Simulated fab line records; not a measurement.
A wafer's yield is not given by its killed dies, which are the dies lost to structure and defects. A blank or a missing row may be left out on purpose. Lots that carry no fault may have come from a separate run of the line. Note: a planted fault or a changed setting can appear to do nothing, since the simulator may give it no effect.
Matching of chambers | flow nand-harc | 4 sister chambers for NHARC_P_BONDPAD_ACTIVATE_29 on rie-diel-06
The step chemistry N2, time 60 s. 4 wafers are shown with their chamber, then 12 later ones without.

== EACH WAFER AND ITS CHAMBER ==
wafer  | chamber | drypump-motor-current-A (A)
L088.1 | 1       | 5.6
L088.2 | 2       | 6.5
L088.4 | 0       | 5.0
L088.6 | 3       | 5.2

== WAFERS WHOSE CHAMBER IS MISSING ==
wafer  | drypump-motor-current-A (A)
L087.3 | 5.0
L087.5 | 5.0
L087.6 | 5.2
L091.2 | 5.7
L091.3 | 5.2
L091.4 | 5.0
L096.2 | 5.0
L096.3 | 5.7
L096.4 | 5.2
L097.2 | 6.6
L097.3 | 5.7
L097.6 | 5.0

== THE CHAMBER EACH PASSED THROUGH ==
wafer  | from the rows above | in truth
L087.3 | 0                   | 0
L087.5 | 0                   | 0
L087.6 | 3                   | 3
L091.2 | 1                   | 1
L091.3 | 3                   | 3
L091.4 | 0                   | 0
L096.2 | 0                   | 0
L096.3 | 1                   | 1
L096.4 | 3                   | 3
L097.2 | 2                   | 2
L097.3 | 1                   | 1
L097.6 | 0                   | 0
12 of 12 placed correctly. Not placeable from these rows: 0. Wrongly placed: 0.
How it was worked out, from the rows above alone: a wafer's distance from a chamber is the root of the sum, over the readings, of the square of ((its reading less the chamber's mean) divided by the reading's scatter). The wafer belongs to the nearest chamber; if the next one is less than 2 further off, it can't be placed. The mean given for a chamber averages the wafers shown for that chamber. The scatter (one wafer shown for each chamber): square how far every hidden wafer sits from the nearest shown wafer, average those squares and take the square root.
